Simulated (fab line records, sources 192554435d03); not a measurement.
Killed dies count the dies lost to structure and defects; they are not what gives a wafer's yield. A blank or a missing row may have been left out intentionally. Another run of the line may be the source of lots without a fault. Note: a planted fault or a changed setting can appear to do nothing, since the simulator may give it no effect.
Which tool was responsible?    flow n5 finfet    Sampling: 9 lots, 27 wafers, 5 of 1938 route steps

WHAT THE GAUGES READ, wafer by wafer
N5_BEOL_M4_RC_MEAS_101. Usual: DIBL_N 36.3 mV/V, standard deviation 1; DIBL_P 36.2 mV/V, standard deviation 1.4; IOFF_N 0.157 nA/um, standard deviation 0.021; IOFF_P 0.206 nA/um, standard deviation 0.025; ION_N 673 uA/um, standard deviation 9; ION_P 461 uA/um, standard deviation 6.4; SS_N 71.5 mV/dec, standard deviation 0.5; SS_P 73.2 mV/dec, standard deviation 0.47; VT_N 249.9 mV, standard deviation 2.4; VT_P -250.6 mV, standard deviation 2.9.
lot   measured      on         DIBL_N (mV/V)   DIBL_P (mV/V)   IOFF_N (nA/um)     IOFF_P (nA/um)     ION_N (uA/um)  ION_P (uA/um)  SS_N (mV/dec)   SS_P (mV/dec)   VT_N (mV)          VT_P (mV)             flag
L300  day 8 00:16   prober-01  35.0 35.3 35.6  35.5 34.7 35.7  0.131 0.128 0.131  0.174 0.170 0.179  674 664 665    456 452 456    71.2 71.7 70.8  72.7 73.0 72.5  252.7 252.4 254.0  -254.4 -255.1 -254.1  
L303  day 8 05:05   prober-02  36.7 34.9 36.6  35.9 34.3 36.5  0.175 0.153 0.190  0.204 0.182 0.208  683 679 689    460 466 462    71.6 71.4 71.7  73.8 73.2 74.1  249.0 250.8 248.7  -251.3 -252.4 -253.0  
L304  day 9 11:14   prober-01  35.1 36.8 36.6  35.5 37.4 37.1  0.132 0.159 0.158  0.191 0.221 0.216  675 679 679    465 471 464    70.5 71.0 71.9  72.7 73.3 72.9  252.1 246.7 248.5  -252.4 -248.8 -251.5  
L306  day 9 09:32   prober-01  37.5 39.5 38.3  35.9 38.7 37.6  0.151 0.202 0.181  0.199 0.242 0.226  668 686 686    464 467 469    71.5 72.3 71.5  73.9 73.3 73.5  250.2 246.9 250.7  -249.6 -247.3 -250.6  
L311  day 10 18:02  prober-01  36.5 35.9 35.5  35.9 35.9 35.2  0.161 0.152 0.155  0.207 0.208 0.199  675 670 674    461 465 469    71.6 71.8 71.9  72.9 72.8 72.5  248.3 250.5 249.1  -252.3 -248.5 -248.3  
L312  day 10 21:08  prober-02  37.0 37.3 37.2  37.4 37.7 38.3  0.161 0.164 0.170  0.206 0.208 0.222  671 668 687    460 455 462    71.6 72.2 72.1  73.0 73.4 72.6  253.7 250.5 247.8  -251.2 -253.6 -251.6  
L318  day 12 07:06  prober-01  37.3 37.6 36.7  38.0 38.4 36.6  0.173 0.181 0.157  0.249 0.255 0.226  690 685 674    471 480 466    72.1 72.4 72.5  73.8 73.7 72.7  249.4 245.4 247.9  -244.6 -244.6 -248.5  
L319  day 12 17:07  prober-02  37.5 35.4 35.9  35.7 34.3 34.6  0.148 0.120 0.132  0.179 0.157 0.162  665 667 660    448 455 455    71.8 70.2 72.1  73.4 72.9 72.3  251.7 252.6 252.5  -255.2 -255.0 -255.7  
L320  day 12 23:17  prober-01  35.8 34.6 35.3  36.5 35.0 35.7  0.162 0.136 0.152  0.227 0.198 0.210  680 670 677    469 467 468    71.4 71.5 71.4  74.0 72.7 73.7  245.4 251.9 251.6  -247.4 -251.0 -245.4  

WHICH TOOL RAN EACH LOT (tool, then ch and the chambers of the sampled wafers, then the start)
lot   N5_BEOL_M0_STRIP_140                N5_BEOL_M0_DEGAS_112          N5_BEOL_M0_ALD_136                  N5_BEOL_M0_SPUTTER_134
L300  rie diel-04 ch 2,3, day 5 17:25     pvd sputter-01, day 5 18:15   ald metal-01 ch 0,2,3, day 5 18:22  pvd sputter-02, day 5 19:48
L303  rie diel-02 ch 0,1, day 6 11:09     pvd sputter-02, day 6 12:13   ald metal-04 ch 0,2,3, day 6 12:19  pvd sputter-02, day 6 13:08
L304  rie diel-06 ch 1,2, day 7 03:29     pvd sputter-02, day 7 04:56   ald metal-01 ch 0,3, day 7 05:16    pvd sputter-02, day 7 07:16
L306  rie diel-04 ch 0,2, day 7 07:18     pvd sputter-02, day 7 08:01   ald metal-02 ch 0,2,3, day 7 08:07  pvd sputter-03, day 7 09:17
L311  rie diel-02 ch 0,1,2, day 8 16:14   pvd sputter-02, day 8 17:01   ald metal-04 ch 1,2, day 8 17:07    pvd sputter-03, day 8 19:38
L312  rie diel-02 ch 0,1,2, day 8 19:43   pvd sputter-03, day 8 20:48   ald metal-02 ch 0,1,2, day 8 20:54  pvd sputter-03, day 8 21:53
L318  rie diel-06 ch 1,2,3, day 10 09:43  pvd sputter-02, day 10 11:13  ald metal-01 ch 0,1, day 10 11:21   pvd sputter-02, day 10 13:38
L319  rie diel-06 ch 1,2,3, day 10 17:07  pvd sputter-02, day 10 18:14  ald metal-01 ch 0,3, day 10 18:22   pvd sputter-02, day 10 20:33
L320  rie diel-06 ch 0,2,3, day 10 21:46  pvd sputter-02, day 10 23:20  ald metal-02 ch 1,2, day 10 23:27   pvd sputter-01, day 11 00:13
- N5_BEOL_M0_STRIP_140: strips in CF4.
- N5_BEOL_M0_DEGAS_112: time 60 s.
- N5_BEOL_M0_ALD_136: deposits TaN, pulse time 2 s, purge time 3 s, co reactant purge time 2 s.
- N5_BEOL_M0_SPUTTER_134: material Cu, target thk 4 nm, time 7.37 s.

WHAT THE TOOLS THEMSELVES READ (means of the sampled wafers that have a number; where no wafer has one, the mark that the record gives instead)
N5_BEOL_M0_STRIP_140. Usual: drypump motor current A 5.8 A, standard deviation 0.55; oes product au 0.78 a.u., standard deviation 0.075; power w 300.0 W, standard deviation 0.85; rf vpp V 271.2 V, standard deviation 1.8; showerhead plenum p Torr 1.79 Torr, standard deviation 0.054; throttle valve pct 13.60 %, standard deviation 0.27.
lot   tool         drypump motor current A (A)  oes product au (a.u.)  power w (W)  rf vpp V (V)  showerhead plenum p Torr (Torr)  throttle valve pct (%)  flag
L300  rie diel-04  5.9                          0.86                   300.5        274.6         1.86                             13.39                   
L303  rie diel-02  5.4                          0.77                   300.4        271.0         1.82                             13.55                   
L304  rie diel-06  5.9                          0.74                   299.6        270.7         1.77                             13.58                   
L306  rie diel-04  6.1                          0.78                   300.0        270.0         1.75                             13.62                   
L311  rie diel-02  5.7                          0.79                   300.0        272.6         1.80                             13.52                   
L312  rie diel-02  5.7                          0.78                   300.3        271.4         1.80                             13.52                   
L318  rie diel-06  5.5                          0.73                   300.1        271.4         1.79                             13.68                   
L319  rie diel-06  5.5                          0.73                   299.7        271.6         1.79                             13.68                   
L320  rie diel-06  5.9                          0.74                   300.8        270.2         1.75                             13.53                   

N5_BEOL_M0_DEGAS_112. Usual: heater power w 344 W, standard deviation 35.
lot   tool            heater power w (W)  flag
L300  pvd sputter-01  355                 
L303  pvd sputter-02  345                 
L304  pvd sputter-02  313                 
L306  pvd sputter-02  352                 
L311  pvd sputter-02  330                 
L312  pvd sputter-03  348                 
L318  pvd sputter-02  365                 
L319  pvd sputter-02  369                 
L320  pvd sputter-02  355                 

N5_BEOL_M0_ALD_136. Usual: heater power w 435 W, standard deviation 43; precursor vessel carrier sccm 1000.1 sccm, standard deviation 2.8.
lot   tool          heater power w (W)  precursor vessel carrier sccm (sccm)  flag
L300  ald metal-01  436                 997.3                                 
L303  ald metal-04  458                 1001.8                                
L304  ald metal-01  430                 1002.0                                
L306  ald metal-02  418                 1000.3                                
L311  ald metal-04  495                 1001.1                                
L312  ald metal-02  443                 1001.0                                
L318  ald metal-01  411                 999.3                                 
L319  ald metal-01  405                 1000.6                                
L320  ald metal-02  455                 996.8                                 

N5_BEOL_M0_SPUTTER_134. Usual: throttle valve pct 29.8 %, standard deviation 1.4.
lot   tool            throttle valve pct (%)  flag
L300  pvd sputter-02  28.4                    
L303  pvd sputter-02  29.2                    
L304  pvd sputter-02  28.9                    
L306  pvd sputter-03  31.0                    
L311  pvd sputter-03  30.6                    
L312  pvd sputter-03  30.5                    
L318  pvd sputter-02  28.5                    
L319  pvd sputter-02  28.9                    
L320  pvd sputter-01  29.2                    

THE ANSWER, worked out from the rows above alone
Rule: lot off if the mean of its wafers having a number is beyond 3 standard deviations from the usual mean. Also off: a lot with no number at a reading for which 4 or more lots have one. The other lots that the step has rows for count as sound. Order of review: gauges by route order, followed by the tools' own readings, for which a lot's mean as printed above is used. At the first step where some lot is off, the reading lying furthest off is the one used; lots without a number count as furthest.
Nothing can be told from this: no lot is off at any reading shown.

WHAT THE SIMULATOR HAD PUT IN
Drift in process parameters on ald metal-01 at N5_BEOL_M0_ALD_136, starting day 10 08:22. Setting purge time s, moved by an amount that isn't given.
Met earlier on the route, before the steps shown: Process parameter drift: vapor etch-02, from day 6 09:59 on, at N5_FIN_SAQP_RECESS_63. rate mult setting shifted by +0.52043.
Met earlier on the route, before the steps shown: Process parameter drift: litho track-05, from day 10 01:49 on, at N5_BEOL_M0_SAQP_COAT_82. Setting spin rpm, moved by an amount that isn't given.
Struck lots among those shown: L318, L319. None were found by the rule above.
